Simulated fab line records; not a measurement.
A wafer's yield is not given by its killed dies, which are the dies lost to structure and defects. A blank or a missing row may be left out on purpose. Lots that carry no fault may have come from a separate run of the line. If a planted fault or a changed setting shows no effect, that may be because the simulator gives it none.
Which of the tools did it? || flow n5Finfet || at 1 step of a route of 1938, 10 lots with 27 wafers sampled

== WHAT EACH GAUGE READ, for each wafer ==
N5_BEOL_M7_CD_MEAS_28: target cd 40 nm.
{"lot": "L575", "measured": "day 9 02:42", "on": "cdSem-02", "cdNm (nm)": "40.17 40.05"}
{"lot": "L576", "measured": "day 9 04:31", "on": "cdSem-01", "cdNm (nm)": "40.44 40.02"}
{"lot": "L578", "measured": "day 9 14:04", "on": "cdSem-01", "cdNm (nm)": "40.22 40.71 40.43"}
{"lot": "L579", "measured": "day 10 03:56", "on": "cdSem-02", "cdNm (nm)": "40.40 40.03 40.05"}
{"lot": "L581", "measured": "day 10 15:55", "on": "cdSem-03", "cdNm (nm)": "40.32 40.32"}
{"lot": "L583", "measured": "day 11 06:37", "on": "cdSem-01", "cdNm (nm)": "40.14 39.78 40.05"}
{"lot": "L589", "measured": "day 12 11:17", "on": "cdSem-01", "cdNm (nm)": "40.19 39.61 39.76"}
{"lot": "L594", "measured": "day 14 05:46", "on": "cdSem-01", "cdNm (nm)": "40.31 40.53 40.03"}
{"lot": "L595", "measured": "day 14 06:31", "on": "cdSem-01", "cdNm (nm)": "40.05 40.42 40.22"}
{"lot": "L597", "measured": "day 14 22:59", "on": "cdSem-01", "cdNm (nm)": "39.50 39.68 39.90"}

== EACH LOT AND THE TOOL THAT RAN IT (in order: tool; ch and the chambers of the sampled wafers; start) ==
Before these readings, the record contains no process step.

== AS READ BY THE TOOLS THEMSELVES (means over the sampled wafers that have a number; for cases with no such wafer, the mark the record gives instead) ==
The record holds no such reading with a usual standard deviation.

== THE ANSWER, worked out from the rows above alone ==
Rule: the usual values come from the lots themselves. The widest of any qualifying gaps counts: lots, ordered by their means at a reading, are off when they make up no more than a third of the lots, leave a main group of 4 or more, and stand apart from it by 3 or more times the standard deviation of that group's means. A main group is skipped when, at the precision printed for the reading in the tables above, its means are all equal. Also off: a lot with no number at a reading for which 4 or more lots have one. All remaining lots with rows at the step are treated as sound. After the gauges, taken in route order, come the tools' own readings; for these a lot's mean is taken, as printed above. The first step at which some lot is off is used, and at that step the reading that is off furthest; a lot without a number counts as furthest.
No lot is off on any of the readings shown, so nothing can be concluded from this.

== WHAT THE SIMULATOR HAD INSERTED ==
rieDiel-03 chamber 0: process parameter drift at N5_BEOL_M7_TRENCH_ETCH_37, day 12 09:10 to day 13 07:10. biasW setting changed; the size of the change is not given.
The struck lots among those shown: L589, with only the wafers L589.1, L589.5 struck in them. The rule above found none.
